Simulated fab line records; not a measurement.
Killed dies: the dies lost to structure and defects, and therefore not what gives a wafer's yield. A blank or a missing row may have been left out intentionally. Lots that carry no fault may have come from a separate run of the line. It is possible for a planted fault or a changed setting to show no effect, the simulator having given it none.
Split-lot experiment :: flow n5_finfet :: 21 wafers read across 7 lots, on a route 1938 steps long

ABOUT THE SPLIT
At N5_BEOL_M6_EXPOSE_08 (exposes mask M6), the setting dose_mj was moved away from the recipe's 68.25 on 4 of the 21 wafers read, by -5.2% to +3.6%. This setting was run at the recipe's value on the other wafers.

FROM THE SPLIT TO THE READING: what the file shows between them, 2 steps
- N5_BEOL_M6_PEB_09: peb time 60 s
- N5_BEOL_M6_DEVELOP_10: develop time 30 s

THE READING
cd_nm at N5_BEOL_M6_CD_MEAS_11, given in nm (cd target 38.5 nm). Typical for fault-free wafers on this fab line: 38.1 nm, with standard deviation 0.54 nm.

wafer: L075.3
tool, chamber at the split: arfi_scanner-03, 0
dose_mj as run: 68.25
against the recipe: recipe
cd_nm, nm: 37.7
against lot-mates on the recipe: -

wafer: L075.4
tool, chamber at the split: arfi_scanner-03, 0
dose_mj as run: 68.25
against the recipe: recipe
cd_nm, nm: 37.5
against lot-mates on the recipe: -

wafer: L075.6
tool, chamber at the split: arfi_scanner-03, 0
dose_mj as run: 68.25
against the recipe: recipe
cd_nm, nm: 38.2
against lot-mates on the recipe: -

wafer: L078.3
tool, chamber at the split: arfi_scanner-02, 0
dose_mj as run: 68.25
against the recipe: recipe
cd_nm, nm: 37.5
against lot-mates on the recipe: -

wafer: L078.4
tool, chamber at the split: arfi_scanner-02, 0
dose_mj as run: 68.25
against the recipe: recipe
cd_nm, nm: 37.9
against lot-mates on the recipe: -

wafer: L078.6
tool, chamber at the split: arfi_scanner-02, 0
dose_mj as run: 68.25
against the recipe: recipe
cd_nm, nm: 37.5
against lot-mates on the recipe: -

wafer: L080.1
tool, chamber at the split: arfi_scanner-03, 0
dose_mj as run: 68.25
against the recipe: recipe
cd_nm, nm: 38.6
against lot-mates on the recipe: -

wafer: L080.2
tool, chamber at the split: arfi_scanner-03, 0
dose_mj as run: 70.7
against the recipe: +3.6%
cd_nm, nm: 41.0
against lot-mates on the recipe: +2.4

wafer: L080.4
tool, chamber at the split: arfi_scanner-03, 0
dose_mj as run: 70.7
against the recipe: +3.6%
cd_nm, nm: 40.6
against lot-mates on the recipe: +2.0

wafer: L079.3
tool, chamber at the split: arfi_scanner-03, 0
dose_mj as run: 68.25
against the recipe: recipe
cd_nm, nm: 37.6
against lot-mates on the recipe: -

wafer: L079.4
tool, chamber at the split: arfi_scanner-03, 0
dose_mj as run: 64.68
against the recipe: -5.2%
cd_nm, nm: 35.1
against lot-mates on the recipe: -2.5

wafer: L079.6
tool, chamber at the split: arfi_scanner-03, 0
dose_mj as run: 64.68
against the recipe: -5.2%
cd_nm, nm: 35.8
against lot-mates on the recipe: -1.8

wafer: L086.2
tool, chamber at the split: arfi_scanner-02, 0
dose_mj as run: 68.25
against the recipe: recipe
cd_nm, nm: 38.0
against lot-mates on the recipe: -

wafer: L086.3
tool, chamber at the split: arfi_scanner-02, 0
dose_mj as run: 68.25
against the recipe: recipe
cd_nm, nm: 37.7
against lot-mates on the recipe: -

wafer: L086.5
tool, chamber at the split: arfi_scanner-02, 0
dose_mj as run: 68.25
against the recipe: recipe
cd_nm, nm: 37.6
against lot-mates on the recipe: -

wafer: L090.1
tool, chamber at the split: arfi_scanner-03, 0
dose_mj as run: 68.25
against the recipe: recipe
cd_nm, nm: 36.9
against lot-mates on the recipe: -

wafer: L090.4
tool, chamber at the split: arfi_scanner-03, 0
dose_mj as run: 68.25
against the recipe: recipe
cd_nm, nm: 38.0
against lot-mates on the recipe: -

wafer: L090.6
tool, chamber at the split: arfi_scanner-03, 0
dose_mj as run: 68.25
against the recipe: recipe
cd_nm, nm: 38.1
against lot-mates on the recipe: -

wafer: L093.1
tool, chamber at the split: arfi_scanner-03, 0
dose_mj as run: 68.25
against the recipe: recipe
cd_nm, nm: 36.9
against lot-mates on the recipe: -

wafer: L093.2
tool, chamber at the split: arfi_scanner-03, 0
dose_mj as run: 68.25
against the recipe: recipe
cd_nm, nm: 37.1
against lot-mates on the recipe: -

wafer: L093.6
tool, chamber at the split: arfi_scanner-03, 0
dose_mj as run: 68.25
against the recipe: recipe
cd_nm, nm: 37.1
against lot-mates on the recipe: -

FIT RESULTS
A straight line over all 21 wafers: cd_nm changes by +0.574 nm for each +1% of dose_mj; r = +0.89; the points scatter about the line by 0.6 nm.
The same after taking each lot's own level away (the mean of its wafers on the recipe; 21 wafers): +0.479 nm for each +1%; r = +0.94; scatter 0.35 nm.
That fit puts the effect of the largest move of dose_mj on the reading at 2.5 nm.
Across the lots, their own levels run from 37.03 to 38.60 nm, a range of 2.9 times the standard deviation given above.
Hence the slope depends on the lot-to-lot level, as the two fits are not the same.
Check: -2.38 nm against its lot-mates is what the line predicts for one of the wafers moved furthest among these (-5.2%) when that wafer is left out of the fit. It came out at -2.5 nm against them.

THE OTHER SPLITS THESE WAFERS WENT THROUGH
These wafers also went through other splits before the reading. Each is held against what the fit with the lots' levels taken away leaves over:
other split on the same wafers: N5_BEOL_M3_EXPOSE_08 dose_mj
wafers away from the commonest value: 4
r with cd_nm (lot level and that fit taken away): -0.34

other split on the same wafers: N5_BEOL_M5_HM_DEP_02 target_thk_a
wafers away from the commonest value: 9
r with cd_nm (lot level and that fit taken away): -0.02

other split on the same wafers: N5_BEOL_M5_COAT_71 spin_rpm
wafers away from the commonest value: 8
r with cd_nm (lot level and that fit taken away): +0.16

FILE'S OWN FIT
cd_nm changes by +0.477 nm for each +1% of dose_mj, r = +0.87.
